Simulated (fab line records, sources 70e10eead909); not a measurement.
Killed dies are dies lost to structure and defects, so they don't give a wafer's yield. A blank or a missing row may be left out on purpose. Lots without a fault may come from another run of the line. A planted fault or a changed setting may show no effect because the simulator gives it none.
Which tool did it? | flow nand_harc | 24 lots, 72 wafers sampled, at 6 steps of a route of 1302

WHAT THE GAUGES READ, wafer by wafer
NHARC_A_CONTACT_CD_MEAS_08: target cd 200 nm. Usual: cd_nm 200.3 nm, standard deviation 0.65.
lot  | measured     | on        | cd_nm (nm)        | flag
L074 | day 21 13:48 | cd_sem-02 | 199.7 200.3 200.6 |
L076 | day 22 17:03 | cd_sem-02 | 198.6 199.8 199.5 |
L075 | day 22 17:25 | cd_sem-02 | 199.0 200.3 200.4 |
L077 | day 22 19:28 | cd_sem-03 | 200.3 200.7 200.7 |
L079 | day 23 18:33 | cd_sem-03 | 200.1 199.0 198.7 |
L078 | day 23 18:42 | cd_sem-01 | 200.4 200.2 200.3 |
L080 | day 24 14:22 | cd_sem-02 | 200.1 200.0 199.6 |
L082 | day 25 08:26 | cd_sem-01 | 200.6 201.6 200.6 |
L081 | day 25 08:45 | cd_sem-02 | 200.2 201.1 199.6 |
L083 | day 25 19:04 | cd_sem-01 | 201.1 200.6 199.6 |
L086 | day 26 13:05 | cd_sem-01 | 200.9 199.9 199.4 |
L084 | day 26 16:13 | cd_sem-03 | 199.6 200.5 199.0 |
L085 | day 26 17:17 | cd_sem-02 | 199.6 200.8 201.1 |
L089 | day 27 18:12 | cd_sem-01 | 201.2 201.4 201.2 |
L088 | day 27 20:05 | cd_sem-01 | 200.3 200.7 199.8 |
L087 | day 28 01:45 | cd_sem-02 | 200.1 199.8 200.4 |
L091 | day 28 10:01 | cd_sem-03 | 200.2 200.4 201.0 |
L090 | day 28 10:35 | cd_sem-01 | 200.4 200.1 199.8 |
L093 | day 29 21:33 | cd_sem-01 | 199.6 200.4 200.4 |
L092 | day 29 22:34 | cd_sem-01 | 200.8 200.9 201.5 |
L095 | day 30 12:16 | cd_sem-02 | 201.0 200.2 199.5 |
L094 | day 30 18:29 | cd_sem-03 | 201.4 200.4 200.2 |
L096 | day 31 09:48 | cd_sem-01 | 199.5 200.7 200.2 |
L097 | day 31 22:17 | cd_sem-03 | 200.4 199.5 200.5 |

NHARC_A_CONTACT_OVL_MEAS_09. Usual: overlay_x_nm -0.2 nm, standard deviation 0.83; overlay_y_nm 0.1 nm, standard deviation 0.94.
lot  | measured     | on         | overlay_x_nm (nm) | overlay_y_nm (nm) | flag
L074 | day 21 13:53 | overlay-01 | 1.0 1.2 1.0       | 0.3 0.7 0.9       |
L076 | day 22 17:08 | overlay-02 | 0.0 0.0 0.2       | 0.7 0.9 0.5       |
L075 | day 22 17:31 | overlay-01 | 0.8 0.6 1.0       | 0.0 -0.1 -0.8     |
L077 | day 22 19:34 | overlay-01 | 0.7 1.1 0.8       | -1.5 -1.3 -1.3    |
L079 | day 23 18:38 | overlay-02 | -1.4 -1.5 -1.4    | 0.3 0.4 0.0       |
L078 | day 23 18:47 | overlay-01 | -0.7 -1.1 -0.6    | -0.4 -0.8 -1.2    |
L080 | day 24 14:28 | overlay-02 | 1.0 1.4 0.2       | -0.1 -0.3 0.4     |
L082 | day 25 08:31 | overlay-01 | 0.5 -0.5 -0.3     | -0.8 -0.5 0.0     |
L081 | day 25 08:50 | overlay-01 | -1.5 -1.3 -0.8    | 0.6 0.6 0.3       |
L083 | day 25 19:09 | overlay-02 | 0.5 1.0 0.7       | -0.6 0.5 0.4      |
L086 | day 26 13:10 | overlay-02 | 0.8 0.5 0.3       | 0.2 0.3 0.1       |
L084 | day 26 16:18 | overlay-01 | -1.0 -1.2 -1.6    | 1.0 0.9 0.6       |
L085 | day 26 17:23 | overlay-02 | -0.2 -0.4 -0.1    | 0.3 0.1 -0.8      |
L089 | day 27 18:17 | overlay-02 | -0.1 0.2 -0.1     | -0.1 0.3 0.4      |
L088 | day 27 20:10 | overlay-02 | -1.6 -1.8 -1.5    | 1.3 0.9 1.1       |
L087 | day 28 01:50 | overlay-02 | -0.7 -0.3 0.1     | -0.6 -0.5 -0.2    |
L091 | day 28 10:07 | overlay-02 | -0.8 -0.9 -0.8    | -2.0 -2.4 -2.0    |
L090 | day 28 10:40 | overlay-02 | -1.2 -0.7 -0.5    | 1.3 1.6 1.4       |
L093 | day 29 21:38 | overlay-01 | -0.6 -0.9 -0.8    | 0.6 0.6 0.9       |
L092 | day 29 22:39 | overlay-01 | -0.4 0.1 1.3      | 0.5 0.6 0.3       |
L095 | day 30 12:21 | overlay-01 | -0.7 -0.2 -1.0    | 2.4 1.7 2.0       |
L094 | day 30 18:35 | overlay-02 | 0.4 0.3 -0.2      | -0.9 -0.7 -0.5    |
L096 | day 31 09:53 | overlay-02 | 0.1 -0.3 0.4      | -0.9 -1.1 -0.6    |
L097 | day 31 22:22 | overlay-01 | -1.0 -0.7 -1.3    | -0.6 -0.8 0.1     |

NHARC_A_BLC_INSPECT_12. Usual: raw_defect_count 86, standard deviation 38.
lot  | measured     | on                | raw_defect_count | flag
L074 | day 21 20:07 | defect_inspect-02 | 120 112 113      |
L076 | day 22 23:42 | defect_inspect-02 | 156 128 160      |
L075 | day 23 00:32 | defect_inspect-02 | 17 22 28         |
L077 | day 23 01:59 | defect_inspect-01 | 22 25 20         |
L079 | day 24 00:51 | defect_inspect-01 | 49 33 41         |
L078 | day 24 01:52 | defect_inspect-01 | 69 72 61         |
L080 | day 24 20:55 | defect_inspect-02 | 65 55 58         |
L082 | day 25 14:58 | defect_inspect-01 | 78 74 53         |
L081 | day 25 15:13 | defect_inspect-01 | 119 132 127      |
L083 | day 26 03:13 | defect_inspect-02 | 68 82 95         |
L086 | day 26 19:27 | defect_inspect-01 | 130 137 142      |
L084 | day 26 22:40 | defect_inspect-01 | 67 73 59         |
L085 | day 27 00:17 | defect_inspect-02 | 96 93 94         |
L089 | day 28 00:52 | defect_inspect-01 | 97 109 107       |
L088 | day 28 02:39 | defect_inspect-02 | 78 62 60         |
L087 | day 28 08:13 | defect_inspect-01 | 57 68 54         |
L091 | day 28 16:28 | defect_inspect-01 | 98 97 91         |
L090 | day 28 17:14 | defect_inspect-01 | 87 68 77         |
L093 | day 30 04:00 | defect_inspect-02 | 81 82 72         |
L092 | day 30 07:50 | defect_inspect-02 | 141 183 151      |
L095 | day 30 18:50 | defect_inspect-01 | 113 130 143      |
L094 | day 31 01:31 | defect_inspect-02 | 39 45 31         |
L096 | day 31 16:14 | defect_inspect-02 | 68 67 66         |
L097 | day 32 05:17 | defect_inspect-01 | 132 147 131      |

WHICH TOOL RAN EACH LOT (tool, then ch and the chambers of the sampled wafers, then the start)
lot  | NHARC_A_CONTACT_DESCUM_13          | NHARC_A_CONTACT_ETCH_134             | NHARC_A_CONTACT_ETCH_98
L074 | rie_diel-04 ch 0,1,2, day 21 14:00 | har_cap_etch-03 ch 0,1, day 21 15:07 | rie_diel-04 ch 0,2,3, day 21 20:07 or earlier
L076 | rie_diel-04 ch 1,3, day 22 17:16   | har_cap_etch-03 ch 1, day 22 18:37   | rie_diel-01 ch 1,2, day 22 23:42 or earlier
L075 | rie_diel-01 ch 1,2, day 22 17:37   | har_cap_etch-02 ch 1, day 22 19:25   | rie_diel-04 ch 1,2, day 22 21:23
L077 | rie_diel-04 ch 0,1, day 22 19:39   | har_cap_etch-01 ch 0,1, day 22 20:59 | rie_diel-06 ch 1,2,3, day 23 01:59 or earlier
L079 | rie_diel-04 ch 0,1,3, day 23 18:44 | har_cap_etch-02 ch 0,1, day 23 19:53 | rie_diel-04 ch 0,1, day 24 00:51 or earlier
L078 | rie_diel-01 ch 0,1,3, day 23 18:53 | har_cap_etch-01 ch 0,1, day 23 20:01 | rie_diel-06 ch 0,1,3, day 24 01:52 or earlier
L080 | rie_diel-04 ch 0,1,3, day 24 14:37 | har_cap_etch-02 ch 0,1, day 24 15:43 | rie_diel-04 ch 2,3, day 24 20:55 or earlier
L082 | rie_diel-04 ch 0,1,2, day 25 08:38 | har_cap_etch-02 ch 0,1, day 25 09:44 | rie_diel-01 ch 0,1,3, day 25 14:58 or earlier
L081 | rie_diel-01 ch 1,2,3, day 25 08:57 | har_cap_etch-03 ch 0,1, day 25 10:05 | rie_diel-06 ch 0,1,3, day 25 15:13 or earlier
L083 | rie_diel-06 ch 1,2,3, day 25 19:15 | har_cap_etch-01 ch 0,1, day 25 22:03 | rie_diel-06 ch 0,2,3, day 26 00:04
L086 | rie_diel-04 ch 2,3, day 26 13:16   | har_cap_etch-02 ch 0,1, day 26 14:23 | rie_diel-04 ch 0,1, day 26 19:27 or earlier
L084 | rie_diel-04 ch 0,1,3, day 26 16:25 | har_cap_etch-03 ch 0,1, day 26 17:36 | rie_diel-04 ch 0,1,2, day 26 22:40 or earlier
L085 | rie_diel-06 ch 1,2,3, day 26 17:29 | har_cap_etch-01 ch 0,1, day 26 18:37 | rie_diel-04 ch 0,1,3, day 27 00:17 or earlier
L089 | rie_diel-04 ch 0,3, day 27 18:23   | har_cap_etch-01 ch 1, day 27 19:53   | rie_diel-04 ch 0,2,3, day 28 00:52 or earlier
L088 | rie_diel-04 ch 2,3, day 27 20:16   | har_cap_etch-02 ch 0,1, day 27 21:30 | rie_diel-04 ch 0,1,2, day 28 02:39 or earlier
L087 | rie_diel-04 ch 0,1, day 28 01:56   | har_cap_etch-03 ch 0,1, day 28 03:07 | rie_diel-04 ch 0,2, day 28 05:04
L091 | rie_diel-04 ch 0,2,3, day 28 10:13 | har_cap_etch-03 ch 0, day 28 11:21   | rie_diel-04 ch 0,1,2, day 28 16:28 or earlier
L090 | rie_diel-04 ch 1,3, day 28 10:46   | har_cap_etch-01 ch 0,1, day 28 12:13 | rie_diel-04 ch 0,1,3, day 28 17:14 or earlier
L093 | rie_diel-04 ch 0,1,3, day 29 21:45 | har_cap_etch-01 ch 0,1, day 29 22:52 | rie_diel-04 ch 0,2,3, day 30 04:00 or earlier
L092 | rie_diel-01 ch 0,2,3, day 29 22:46 | har_cap_etch-02 ch 0,1, day 29 23:54 | rie_diel-04 ch 0,1,2, day 30 07:50 or earlier
L095 | rie_diel-01 ch 0,2, day 30 12:28   | har_cap_etch-01 ch 0,1, day 30 13:34 | rie_diel-01 ch 0,3, day 30 18:50 or earlier
L094 | rie_diel-06 ch 1,2,3, day 30 18:41 | har_cap_etch-01 ch 0,1, day 30 19:52 | rie_diel-01 ch 0,2,3, day 31 01:31 or earlier
L096 | rie_diel-04 ch 2,3, day 31 09:59   | har_cap_etch-03 ch 0,1, day 31 11:07 | rie_diel-04 ch 0,1,3, day 31 16:14 or earlier
L097 | rie_diel-04 ch 0,2,3, day 31 23:02 | har_cap_etch-01 ch 0,1, day 32 00:22 | rie_diel-04 ch 1,2, day 32 05:17 or earlier
- NHARC_A_CONTACT_DESCUM_13: chemistry O2, time 3 s.
- NHARC_A_CONTACT_ETCH_134: etches the open film in C4F8/O2/Ar, time 140 s, target depth 700 nm.
- NHARC_A_CONTACT_ETCH_98: etches the open film in C4F6/O2, target depth 20 nm, time 10 s.

WHAT THE TOOLS THEMSELVES READ (means of the sampled wafers that have a number; where no wafer has one, the mark that the record gives instead)
NHARC_A_CONTACT_DESCUM_13. Usual: drypump_motor_current_A 5.9 A, standard deviation 0.48; oes_product_au 0.998 a.u., standard deviation 0.012; rf_vpp_V 57.6 V, standard deviation 0.84; showerhead_plenum_p_Torr 1.87 Torr, standard deviation 0.082; throttle_valve_pct 11.311 %, standard deviation 0.0096.
lot  | tool        | drypump_motor_current_A (A) | oes_product_au (a.u.) | rf_vpp_V (V) | showerhead_plenum_p_Torr (Torr) | throttle_valve_pct (%) | flag
L074 | rie_diel-04 | 6.1                         | 0.992                 | 57.7         | 1.87                            | 11.306                 |
L076 | rie_diel-04 | 5.8                         | 0.983                 | 57.1         | 1.83                            | 11.319                 |
L075 | rie_diel-01 | 6.4                         | 0.995                 | 58.0         | 1.91                            | 11.309                 |
L077 | rie_diel-04 | 6.2                         | 0.993                 | 56.7         | 1.89                            | 11.308                 |
L079 | rie_diel-04 | 6.1                         | 0.998                 | 56.7         | 1.89                            | 11.310                 |
L078 | rie_diel-01 | 5.7                         | 1.004                 | 57.2         | 1.87                            | 11.298                 |
L080 | rie_diel-04 | 6.1                         | 1.001                 | 57.7         | 1.89                            | 11.309                 |
L082 | rie_diel-04 | 6.1                         | 1.004                 | 57.0         | 1.87                            | 11.315                 |
L081 | rie_diel-01 | 5.8                         | 1.006                 | 58.0         | 1.87                            | 11.312                 |
L083 | rie_diel-06 | 5.7                         | 1.014                 | 58.0         | 1.96                            | 11.311                 |
L086 | rie_diel-04 | 5.8                         | 0.989                 | 57.8         | 1.79                            | 11.314                 |
L084 | rie_diel-04 | 6.1                         | 1.000                 | 56.8         | 1.89                            | 11.309                 |
L085 | rie_diel-06 | 5.7                         | 1.000                 | 57.9         | 1.95                            | 11.313                 |
L089 | rie_diel-04 | 6.2                         | 1.004                 | 57.6         | 1.94                            | 11.310                 |
L088 | rie_diel-04 | 5.7                         | 0.991                 | 57.4         | 1.80                            | 11.316                 |
L087 | rie_diel-04 | 6.2                         | 1.009                 | 58.2         | 1.89                            | 11.307                 |
L091 | rie_diel-04 | 6.0                         | 0.999                 | 56.9         | 1.86                            | 11.317                 |
L090 | rie_diel-04 | 5.8                         | 0.992                 | 57.7         | 1.82                            | 11.310                 |
L093 | rie_diel-04 | 6.0                         | 1.002                 | 58.2         | 1.88                            | 11.312                 |
L092 | rie_diel-01 | 5.4                         | 0.996                 | 57.5         | 1.84                            | 11.309                 |
L095 | rie_diel-01 | 5.6                         | 0.992                 | 57.3         | 1.87                            | 11.314                 |
L094 | rie_diel-06 | 5.6                         | 1.002                 | 57.5         | 1.94                            | 11.315                 |
L096 | rie_diel-04 | 5.7                         | 0.990                 | 57.0         | 1.80                            | 11.316                 |
L097 | rie_diel-04 | 6.0                         | 1.009                 | 58.0         | 1.86                            | 11.314                 |

NHARC_A_CONTACT_ETCH_98. Usual: drypump_motor_current_A 5.9 A, standard deviation 0.47; oes_product_au 0.949 a.u., standard deviation 0.016; rf_vpp_V 545 V, standard deviation 3.4; showerhead_plenum_p_Torr 3.85 Torr, standard deviation 0.16; throttle_valve_pct 26.902 %, standard deviation 0.0094.
lot  | tool        | drypump_motor_current_A (A) | oes_product_au (a.u.) | rf_vpp_V (V) | showerhead_plenum_p_Torr (Torr) | throttle_valve_pct (%) | flag
L074 | rie_diel-04 | 6.0                         | 0.953                 | 544          | 3.84                            | 26.897                 |
L076 | rie_diel-01 | 6.0                         | 0.935                 | 547          | 3.90                            | 26.903                 |
L075 | rie_diel-04 | 5.9                         | 0.936                 | 544          | 3.75                            | 26.903                 |
L077 | rie_diel-06 | 5.7                         | 0.950                 | 548          | 4.02                            | 26.903                 |
L079 | rie_diel-04 | 6.4                         | 0.956                 | 548          | 3.99                            | 26.899                 |
L078 | rie_diel-06 | 5.9                         | 0.950                 | 550          | 4.08                            | 26.904                 |
L080 | rie_diel-04 | 5.8                         | 0.958                 | 542          | 3.70                            | 26.904                 |
L082 | rie_diel-01 | 5.7                         | 0.948                 | 545          | 3.84                            | 26.898                 |
L081 | rie_diel-06 | 5.9                         | 0.947                 | 550          | 4.07                            | 26.898                 |
L083 | rie_diel-06 | 5.7                         | 0.945                 | 549          | 4.03                            | 26.906                 |
L086 | rie_diel-04 | 6.4                         | 0.951                 | 548          | 3.98                            | 26.907                 |
L084 | rie_diel-04 | 6.1                         | 0.957                 | 545          | 3.85                            | 26.910                 |
L085 | rie_diel-04 | 6.1                         | 0.939                 | 546          | 3.87                            | 26.900                 |
L089 | rie_diel-04 | 6.0                         | 0.941                 | 545          | 3.83                            | 26.892                 |
L088 | rie_diel-04 | 6.1                         | 0.955                 | 545          | 3.84                            | 26.909                 |
L087 | rie_diel-04 | 6.1                         | 0.977                 | 545          | 3.81                            | 26.904                 |
L091 | rie_diel-04 | 6.1                         | 0.947                 | 545          | 3.84                            | 26.903                 |
L090 | rie_diel-04 | 6.1                         | 0.949                 | 546          | 3.87                            | 26.906                 |
L093 | rie_diel-04 | 6.0                         | 0.954                 | 545          | 3.82                            | 26.904                 |
L092 | rie_diel-04 | 6.1                         | 0.950                 | 545          | 3.84                            | 26.901                 |
L095 | rie_diel-01 | 5.3                         | 0.953                 | 545          | 3.80                            | 26.904                 |
L094 | rie_diel-01 | 5.4                         | 0.992                 | 544          | 3.79                            | 26.903                 |
L096 | rie_diel-04 | 6.1                         | 0.938                 | 546          | 3.86                            | 26.905                 |
L097 | rie_diel-04 | 5.9                         | 0.937                 | 542          | 3.70                            | 26.896                 |

THE ANSWER, worked out from the rows above alone
Rule: a lot is off if the mean of its wafers that have a number lies more than 3 standard deviations from the usual mean. A lot without any number at a reading at which 4 lots or more have one is off too. The other lots that the step has rows for count as sound. The gauges are gone through in route order, then the tools' own readings, and for those a lot's mean is taken as printed above. The first step at which some lot is off is used, and at that step the reading that is off furthest; a lot without a number counts as furthest.
No lot is off at any reading shown: from this, nothing can be told.

WHAT THE SIMULATOR HAD PUT IN
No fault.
